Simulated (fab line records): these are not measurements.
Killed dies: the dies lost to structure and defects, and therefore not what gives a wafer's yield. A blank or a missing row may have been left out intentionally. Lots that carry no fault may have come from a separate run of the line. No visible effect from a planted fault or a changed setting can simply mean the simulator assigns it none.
Matching of chambers | flow n5_finfet | N5_BEOL_M0_SAQP_HM_OPEN_112 on rie_diel-01 has 4 sister chambers
The step chemistry CHF3/O2, target SiO2, stops on a-Si, target depth 12 nm, time 13.5 s. 8 wafers are shown with their chamber, then 8 later ones without.

## WAFERS PAIRED WITH THEIR CHAMBERS
wafer  | chamber | drypump_motor_current_A (A) | rf_vpp_V (V)
L075.1 | 3       | 5.4                         | 536
L083.5 | 0       | 6.5                         | 514
L087.1 | 3       | 5.4                         | 535
L087.3 | 2       | 5.7                         | 524
L093.1 | 1       | 5.7                         | 510
L093.5 | 0       | 6.5                         | 515
L093.6 | 1       | 5.8                         | 512
L091.2 | 2       | 5.7                         | 525

## WAFERS WHOSE CHAMBER IS MISSING
wafer  | drypump_motor_current_A (A) | rf_vpp_V (V)
L091.4 | 6.5                         | 513
L091.6 | 5.7                         | 526
L095.2 | 5.7                         | 525
L095.3 | 5.8                         | 511
L095.4 | 5.4                         | 535
L092.4 | 5.4                         | 535
L092.5 | 5.3                         | 534
L092.6 | 6.4                         | 515

## THE CHAMBER EACH PASSED THROUGH
wafer  | from the rows above | in truth
L091.4 | 0                   | 0
L091.6 | 2                   | 2
L095.2 | 2                   | 2
L095.3 | 1                   | 1
L095.4 | 3                   | 3
L092.4 | 3                   | 3
L092.5 | 3                   | 3
L092.6 | 0                   | 0
Placed correctly: 8 of 8. Can't be placed from these rows: 0. Wrongly placed: 0.
How it was worked out, from the rows above alone: a wafer's distance from a chamber is the root of the sum, over the readings, of the square of ((its reading less the chamber's mean) divided by the reading's scatter). If the next closest chamber is less than 2 further off than the closest, the wafer can't be placed; otherwise it belongs to the closest. For every chamber, the mean is computed from those of its wafers that are shown. The scatter is the square root of a quotient: the sum, over the shown wafers, of each reading's squared deviation from its chamber's mean, divided by wafers minus chambers.
